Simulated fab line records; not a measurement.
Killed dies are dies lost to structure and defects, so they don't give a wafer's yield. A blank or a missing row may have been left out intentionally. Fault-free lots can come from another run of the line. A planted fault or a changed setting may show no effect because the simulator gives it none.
A struck lot beside a sound one -- flow n5_finfet -- 16 steps out of a route of 1938
Sound: these wafers, L224.3, L224.4, L224.5. Struck: wafer L232.1 (L232.4, L232.5, from the same lot, were not struck and are left out); the cause is given at the end.
Per side, at each step with rows, come the tool, then ch with its chambers, and then its first start. Under that, the readings that differ: sound wafers -- struck wafers -- difference of the means -- sigmas: that difference in standard deviations of wafers without a fault.
alike: readings with means less than 2 such deviations apart, plus words and numbers identical on both sides. not compared: withheld readings, readings lacking a value on some wafer, bounds such as >300 that could conceal the same value, and numbers that have no deviation in the record and whose values overlap.
Wherever a step has rows on one side only, a row that says differs or no value, or a row with sigmas, the two part there. Numbers that have no deviation but don't overlap get no sigmas and don't part them. A reading that every wafer of one side lacks parts them only if that side has two wafers or more.

N5_FIN_CUT_INSPECT_10: inspects for defects (brightfield).
  struck on defect_inspect-02, day 6 09:33; sound on defect_inspect-01, day 4 10:26
  alike: raw_defect_count
N5_FIN_CUT_DESCUM_13: chemistry O2, time 7 s.
  sound on rie_diel-03 ch 2,3, day 4 10:28; struck on rie_diel-03 ch 2, day 6 09:35
reading,sound,struck,difference,sigmas
rf_vpp_V (V),240.4 240.5 241.6,243.4,+2.6,+2
  alike: drypump_motor_current_A, oes_product_au, showerhead_plenum_p_Torr, throttle_valve_pct
  not compared: rf_hours_counter_h
then, 1 step without rows for these wafers: N5_FIN_CUT_ETCH_30 (etches underlayer in N2/H2, target depth 13 nm, time 10.4 s).
N5_FIN_CUT_ETCH_20: etches SiARC in CF4, target depth 26 nm, time 43.3 s.
  sound on rie_diel-03 ch 2,3, day 4 10:31; struck on rie_diel-03 ch 2, day 6 09:38
  alike: drypump_motor_current_A, etch_rf_on_time_s, oes_product_au, rf_vpp_V, showerhead_plenum_p_Torr, throttle_valve_pct
  not compared: rf_hours_counter_h
then, 3 steps without rows for these wafers: N5_FIN_CUT_ETCH_21 (etches SOC in N2/H2, target depth 219 nm, overetch 43.8 nm, time 523.5 s); N5_FIN_CUT_STRIP_23 (strips in N2/H2); N5_FIN_CUT_STRIP_31 (strips in N2/H2).
N5_FIN_CUT_STRIP_24: strips in CF4.
  sound on rie_diel-03 ch 2,3, day 4 10:53; struck on rie_diel-03 ch 2, day 6 10:00
reading,sound,struck,difference,sigmas
rf_vpp_V (V),268.3 270.0 269.6,273.3,+4.0,+3
  alike: drypump_motor_current_A, oes_product_au, showerhead_plenum_p_Torr, throttle_valve_pct
  not compared: rf_hours_counter_h
then, 2 steps without rows for these wafers: N5_FIN_CUT_CUT_ETCH_26 (etches SiNx in CH3F/O2, target depth 39 nm, time 55.7 s); N5_FIN_CUT_CUT_ETCH_27 (etches SiO2 in CHF3/O2, target depth 4 nm, overetch 2 nm, time 4.9 s).
N5_FIN_CUT_PRECLEAN_35: cleans in vHF, time 13.3 s.
  sound on vapor_etch-01 ch 0,1, day 4 11:02; struck on vapor_etch-01 ch 0, day 6 10:14
  alike: drypump_motor_current_A
N5_FIN_CUT_CUT_ETCH_15: etches Si in HBr/Cl2/O2, target depth 100 nm, bt time 10 s, time 42.4 s.
  sound on rie_si-01 ch 1,3, day 4 11:06; struck on rie_si-01 ch 0, day 6 10:19
  alike: O2_flow_sccm, drypump_motor_current_A, oes_product_au, throttle_valve_pct
  not compared: rf_hours_counter_h
N5_FIN_CUT_CUT_ETCH_28: etches Si in HBr/Cl2/O2, target depth 6 nm, time 2.4 s.
  sound on rie_si-01 ch 1,3, day 4 11:09; struck on rie_si-01 ch 0, day 6 10:22
reading,sound,struck,difference,sigmas
oes_product_au (a.u.),1.008 0.994 0.992,1.033,+0.035,+2
model.etch.depth_nm (nm),5.86 5.915 5.91,7.589,+1.694,
  alike: O2_flow_sccm, drypump_motor_current_A, throttle_valve_pct
  not compared: rf_hours_counter_h
then, 1 step without rows for these wafers: N5_FIN_CUT_STRIP_22 (strips in N2/H2).
-- here the record skips 6 days between the struck wafers' starts before and after, leaving off in module FIN_CUT and picking up in module BEOL_M4 (first step shown: number 1111 of the route) --
N5_BEOL_M4_RC_MEAS_101:
  sound on prober-01 ch 0, day 10 02:50; struck on prober-01 ch 0, day 12 09:22
reading,sound,struck,difference,sigmas
IOFF_P (nA/um),0.26 0.24 0.25,0.15,-0.10,-2
SS_N (mV/dec),73.1 71.7 72.2,70.9,-1.4,-2
SS_P (mV/dec),74.3 74.0 74.4,72.8,-1.4,-2
VT_P (mV),-246 -248 -246,-259,-12,-4
  alike: DIBL_N, DIBL_P, IOFF_N, ION_N, ION_P, VT_N
-- the record jumps here: 4 days lie between the struck wafers' starts before and after (it left off in module BEOL_M4 and takes up again in module PASSIVATION, whose first step shown is number 1936 of the route) --
N5_PASSIVATION_PROBE_49:
  struck on prober-01, day 16 08:23; sound on prober-02, day 14 13:52
  alike: defect_limited_yield, killed_at_M0_to_M3, killed_at_M4_up, killed_at_contacts, killed_at_front_end, killed_at_other, killed_dies, killed_open, killed_short, sort_bin_5_function, sort_bin_6_memory, sort_bin_8_speed, sort_n_pass, sort_yield_pct

## WHERE THEY PART
First at N5_FIN_CUT_DESCUM_13; last, within this record, at N5_BEOL_M4_RC_MEAS_101. Later steps at which nothing parts them and some readings are alike: N5_PASSIVATION_PROBE_49.

WHY: whatever the simulator had introduced
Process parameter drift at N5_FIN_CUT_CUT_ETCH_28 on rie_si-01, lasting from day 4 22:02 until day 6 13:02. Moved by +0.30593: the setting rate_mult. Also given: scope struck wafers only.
